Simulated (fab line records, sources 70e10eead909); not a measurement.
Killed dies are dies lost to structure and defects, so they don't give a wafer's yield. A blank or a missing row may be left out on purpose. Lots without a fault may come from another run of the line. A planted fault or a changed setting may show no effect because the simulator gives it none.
Which tool did it? | flow nand_harc | 13 lots, 39 wafers sampled, at 5 steps of a route of 1302

WHAT THE GAUGES READ, wafer by wafer
NHARC_P_CONTACT_OVL_MEAS_13. Usual: overlay_x_nm 0.2 nm, standard deviation 0.81; overlay_y_nm 0.0 nm, standard deviation 0.74.
lot  | measured     | on         | overlay_x_nm (nm) | overlay_y_nm (nm) | flag
L807 | day 6 00:07  | overlay-01 | 0.8 1.4 1.3       | -1.7 -1.5 -1.5    |
L808 | day 6 00:17  | overlay-01 | 1.3 1.4 0.9       | -0.1 0.4 -0.1     |
L809 | day 6 12:29  | overlay-01 | -1.1 -0.9 -0.2    | 1.4 0.2 0.4       |
L814 | day 8 15:59  | overlay-01 | -0.9 -1.4 -0.8    | 0.9 1.3 0.8       |
L815 | day 9 08:14  | overlay-02 | 0.4 0.0 -0.5      | -0.1 0.1 -0.3     |
L816 | day 9 13:37  | overlay-02 | 0.0 0.0 0.5       | -0.3 -0.2 -0.2    |
L824 | day 13 03:55 | overlay-01 | 1.5 1.3 1.3       | 0.7 0.6 0.1       |
L825 | day 13 04:22 | overlay-02 | 1.1 1.4 1.5       | -0.1 0.2 0.2      |
L826 | day 13 17:53 | overlay-01 | 0.7 0.7 1.0       | 0.0 0.1 -0.1      |
L827 | day 14 06:25 | overlay-02 | -0.2 -0.5 -0.3    | 2.0 1.7 2.1       |
L828 | day 14 13:40 | overlay-02 | 1.9 1.1 1.0       | 0.4 0.1 0.0       |
L829 | day 15 04:04 | overlay-01 | 0.7 1.5 1.0       | -0.3 -0.2 -0.4    |
L830 | day 15 08:31 | overlay-01 | -1.1 -1.0 -0.9    | 0.4 0.1 0.5       |

NHARC_END_SORT_01. Usual: killed_at_array 57, standard deviation 19; killed_at_other 0.9, standard deviation 1.1; killed_at_periphery 4.0, standard deviation 2.6; killed_dies 62, standard deviation 19; killed_open 3.3, standard deviation 1.8; killed_short 2.4, standard deviation 1.7.
lot  | measured     | on        | killed_at_array | killed_at_other | killed_at_periphery | killed_dies | killed_open | killed_short | flag
L814 | day 26 18:14 | prober-02 | 70 79 78        | 2 0 3           | 259 264 245         | 331 343 326 | 4 4 5       | 2 0 1        | OFF
L815 | day 27 12:47 | prober-01 | 51 58 49        | 2 0 1           | 257 250 257         | 310 308 307 | 2 3 2       | 0 6 2        | OFF
L816 | day 27 12:02 | prober-02 | 69 93 69        | 3 2 2           | 236 249 251         | 308 344 322 | 0 4 4       | 5 3 6        | OFF

WHICH TOOL RAN EACH LOT (tool, then ch and the chambers of the sampled wafers, then the start)
lot  | NHARC_P_GATE_STRIP_76                | NHARC_P_CONTACT_DEP_30         | NHARC_P_CONTACT_DEP_00
L807 | plasma_asher-01 ch 0,1, day 5 18:25  | pecvd-01 ch 0,1, day 5 22:32   | pecvd-01 ch 0,1, day 6 00:07 or earlier
L808 | plasma_asher-02 ch 0, day 5 18:37    | pecvd-04 ch 1,2, day 5 22:42   | pecvd-04 ch 1,2, day 6 00:17 or earlier
L809 | plasma_asher-02 ch 0,1, day 6 06:50  | pecvd-02 ch 0,1,2, day 6 10:57 | pecvd-02 ch 0,1,2, day 6 12:29 or earlier
L814 | plasma_asher-02 ch 0,1, day 8 10:19  | pecvd-04 ch 0,1,2, day 8 14:22 | pecvd-04 ch 0,1,2, day 8 14:36
L815 | plasma_asher-01 ch 0,1, day 8 22:46  | pecvd-01 ch 0,2, day 9 02:53   | pecvd-01 ch 0,2, day 9 03:08
L816 | plasma_asher-02 ch 0,1, day 9 08:02  | pecvd-01 ch 0,1, day 9 12:03   | pecvd-01 ch 0,1, day 9 12:18
L824 | plasma_asher-01 ch 0,1, day 12 22:19 | pecvd-01 ch 0,2, day 13 02:25  | pecvd-01 ch 0,2, day 13 03:55 or earlier
L825 | plasma_asher-02 ch 0,1, day 12 22:38 | pecvd-04 ch 0,1, day 13 02:44  | pecvd-04 ch 0,1, day 13 04:22 or earlier
L826 | plasma_asher-02 ch 0,1, day 13 12:25 | pecvd-04 ch 1,2, day 13 16:25  | pecvd-04 ch 1,2, day 13 17:53 or earlier
L827 | plasma_asher-02 ch 0,1, day 14 00:35 | pecvd-02 ch 0,2, day 14 04:47  | pecvd-02 ch 0,2, day 14 06:25 or earlier
L828 | plasma_asher-02 ch 0, day 14 08:06   | pecvd-04 ch 0,2, day 14 12:05  | pecvd-04 ch 0,2, day 14 13:40 or earlier
L829 | plasma_asher-02 ch 0,1, day 14 22:14 | pecvd-02 ch 0,1, day 15 02:26  | pecvd-02 ch 0,1, day 15 04:04 or earlier
L830 | plasma_asher-02 ch 0,1, day 15 02:56 | pecvd-01 ch 0,1, day 15 06:56  | pecvd-01 ch 0,1, day 15 08:31 or earlier
- NHARC_P_GATE_STRIP_76: strips in O2.
- NHARC_P_CONTACT_DEP_30: deposits SiNx, target thk 30 nm.
- NHARC_P_CONTACT_DEP_00: deposits SiO2, target thk 500 nm.

WHAT THE TOOLS THEMSELVES READ (means of the sampled wafers that have a number; where no wafer has one, the mark that the record gives instead)
NHARC_P_GATE_STRIP_76. Usual: drypump_motor_current_A 5.7 A, standard deviation 0.34; heater_power_w 351 W, standard deviation 35.
lot  | tool            | drypump_motor_current_A (A) | heater_power_w (W) | flag
L807 | plasma_asher-01 | 6.0                         | 380                |
L808 | plasma_asher-02 | 5.5                         | 341                |
L809 | plasma_asher-02 | 5.4                         | 341                |
L814 | plasma_asher-02 | 5.4                         | 326                |
L815 | plasma_asher-01 | 6.0                         | 393                |
L816 | plasma_asher-02 | 5.3                         | 332                |
L824 | plasma_asher-01 | 6.1                         | 364                |
L825 | plasma_asher-02 | 5.4                         | 339                |
L826 | plasma_asher-02 | 5.4                         | 326                |
L827 | plasma_asher-02 | 5.4                         | 321                |
L828 | plasma_asher-02 | 5.5                         | 342                |
L829 | plasma_asher-02 | 5.4                         | 328                |
L830 | plasma_asher-02 | 5.4                         | 329                |

NHARC_P_CONTACT_DEP_30. Usual: heater_power_outer_w 394 W, standard deviation 48; heater_power_w 668 W, standard deviation 63.
lot  | tool     | heater_power_outer_w (W) | heater_power_w (W) | flag
L807 | pecvd-01 | 442                      | 729                |
L808 | pecvd-04 | 398                      | 687                |
L809 | pecvd-02 | 392                      | 661                |
L814 | pecvd-04 | -                        | -                  | OFF
L815 | pecvd-01 | -                        | -                  | OFF
L816 | pecvd-01 | -                        | -                  | OFF
L824 | pecvd-01 | 395                      | 684                |
L825 | pecvd-04 | 373                      | 663                |
L826 | pecvd-04 | 400                      | 674                |
L827 | pecvd-02 | 403                      | 692                |
L828 | pecvd-04 | 337                      | 632                |
L829 | pecvd-02 | 351                      | 610                |
L830 | pecvd-01 | 474                      | 775                |

NHARC_P_CONTACT_DEP_00. Usual: chamber_pressure_Torr 6.500 Torr, standard deviation 0.013; flow_sccm 2653 sccm, standard deviation 8.3; heater_power_w 505 W, standard deviation 67; throttle_valve_pct 16.2 %, standard deviation 0.59.
lot  | tool     | chamber_pressure_Torr (Torr) | flow_sccm (sccm) | heater_power_w (W) | throttle_valve_pct (%) | flag
L807 | pecvd-01 | 6.498                        | 2655             | 573                | 16.4                   |
L808 | pecvd-04 | 6.490                        | 2659             | 553                | 14.8                   |
L809 | pecvd-02 | 6.504                        | 2658             | 497                | 16.0                   |
L814 | pecvd-04 | 6.498                        | 2649             | 574                | 15.4                   |
L815 | pecvd-01 | 6.515                        | 2649             | 506                | 16.4                   |
L816 | pecvd-01 | 6.500                        | 2656             | 512                | 16.5                   |
L824 | pecvd-01 | 6.502                        | 2654             | 468                | 16.6                   |
L825 | pecvd-04 | 6.503                        | 2656             | 529                | 15.9                   |
L826 | pecvd-04 | 6.515                        | 2653             | 606                | 15.1                   |
L827 | pecvd-02 | 6.496                        | 2645             | 463                | 16.4                   |
L828 | pecvd-04 | 6.511                        | 2653             | 488                | 16.0                   |
L829 | pecvd-02 | 6.511                        | 2653             | 482                | 16.8                   |
L830 | pecvd-01 | 6.500                        | 2657             | 523                | 16.6                   |

THE ANSWER, worked out from the rows above alone
Rule: a lot is off if the mean of its wafers that have a number lies more than 3 standard deviations from the usual mean. A lot without any number at a reading at which 4 lots or more have one is off too. The other lots that the step has rows for count as sound. The gauges are gone through in route order, then the tools' own readings, and for those a lot's mean is taken as printed above. The first step at which some lot is off is used, and at that step the reading that is off furthest; a lot without a number counts as furthest.
Off: L814, L815, L816, at NHARC_END_SORT_01 (killed_at_periphery). Neither off nor sound, because the step has no rows for them: L807, L808, L809, L824, L825, L826, L827, L828, L829, L830.
A tool fits if, at a process step before that reading, it ran every lot that is off, and no sound lot after the first of them. The gauges at NHARC_END_SORT_01 aren't tried: what is off there is off at NHARC_P_CONTACT_DEP_30 too, on other tools, and a gauge's error can't cause that. None of those tried fits.

WHAT THE SIMULATOR HAD PUT IN
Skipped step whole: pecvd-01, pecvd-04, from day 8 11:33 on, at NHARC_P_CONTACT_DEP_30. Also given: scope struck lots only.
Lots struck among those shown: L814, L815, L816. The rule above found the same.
